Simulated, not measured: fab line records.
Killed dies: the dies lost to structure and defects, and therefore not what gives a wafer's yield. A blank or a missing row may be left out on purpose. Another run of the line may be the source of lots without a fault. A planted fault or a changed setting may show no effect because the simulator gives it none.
Matching of chambers ; flow nand_harc ; rie_diel-05 running NHARC_A_STAIRCASE_ETCH_313: 4 sister chambers
The step etches the open film in CF4/CHF3. 20 wafers are shown with their chamber, then 10 later ones without.

WAFERS WITH THEIR CHAMBER
wafer;chamber;drypump_motor_current_A (A);showerhead_plenum_p_Torr (Torr);rf_vpp_V (V)
L074.1;1;5.0;1.69;375
L074.3;2;6.3;1.47;367
L074.4;0;5.4;1.70;373
L078.2;0;5.4;1.70;373
L078.3;2;6.4;1.47;367
L078.5;2;6.4;1.47;368
L080.4;0;5.4;1.70;375
L080.5;3;6.4;1.47;370
L080.6;0;5.4;1.70;374
L081.1;3;6.4;1.47;366
L081.2;0;5.4;1.70;374
L081.5;0;5.4;1.70;374
L082.2;0;5.4;1.70;374
L082.3;3;6.4;1.47;367
L082.5;2;6.4;1.46;366
L085.2;2;6.4;1.46;368
L085.3;3;6.4;1.47;367
L085.6;2;6.4;1.46;365
L091.3;3;6.4;1.46;365
L091.5;0;5.4;1.69;375

SIGNATURES, as means of the wafers listed above
reading;chamber 0;chamber 1;chamber 2;chamber 3;scatter within a chamber
drypump_motor_current_A;5.400;5.000;6.383;6.400;0.0228
showerhead_plenum_p_Torr;1.6987;1.6900;1.4650;1.4680;0.00445
rf_vpp_V;374.00;375.00;366.83;367.00;1.25
Rule: for a wafer and a chamber, the distance is found by dividing, reading by reading, the gap between the wafer's reading and the chamber's mean by the reading's scatter, squaring, summing and taking the root. The wafer belongs to the nearest chamber; if the next one is less than 2 further off, it can't be placed. The scatter: the root of (the sum of the squares of (reading less its chamber's mean) over the shown wafers, divided by (wafers less chambers)).

WAFERS WHOSE CHAMBER IS MISSING
wafer;drypump_motor_current_A (A);showerhead_plenum_p_Torr (Torr);rf_vpp_V (V)
L091.6;6.4;1.46;365
L090.2;4.9;1.67;374
L090.3;5.4;1.68;375
L090.5;6.4;1.46;366
L092.2;6.4;1.46;367
L092.4;5.4;1.68;375
L092.5;6.4;1.46;368
L093.2;4.9;1.67;373
L093.4;6.4;1.45;366
L093.6;6.4;1.46;366

WHICH CHAMBER EACH ONE RAN IN
wafer;from the rows above;in truth
L091.6;can't be placed: 2 or 3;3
L090.2;1;1
L090.3;0;0
L090.5;can't be placed: 2 or 3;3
L092.2;can't be placed: 2 or 3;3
L092.4;0;0
L092.5;can't be placed: 2 or 3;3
L093.2;1;1
L093.4;can't be placed: 2 or 3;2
L093.6;can't be placed: 2 or 3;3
Correct placement for 4 of the 10. From these rows, 6 cannot be placed; in 6 the true chamber is one of the candidates. Wrongly placed: 0.
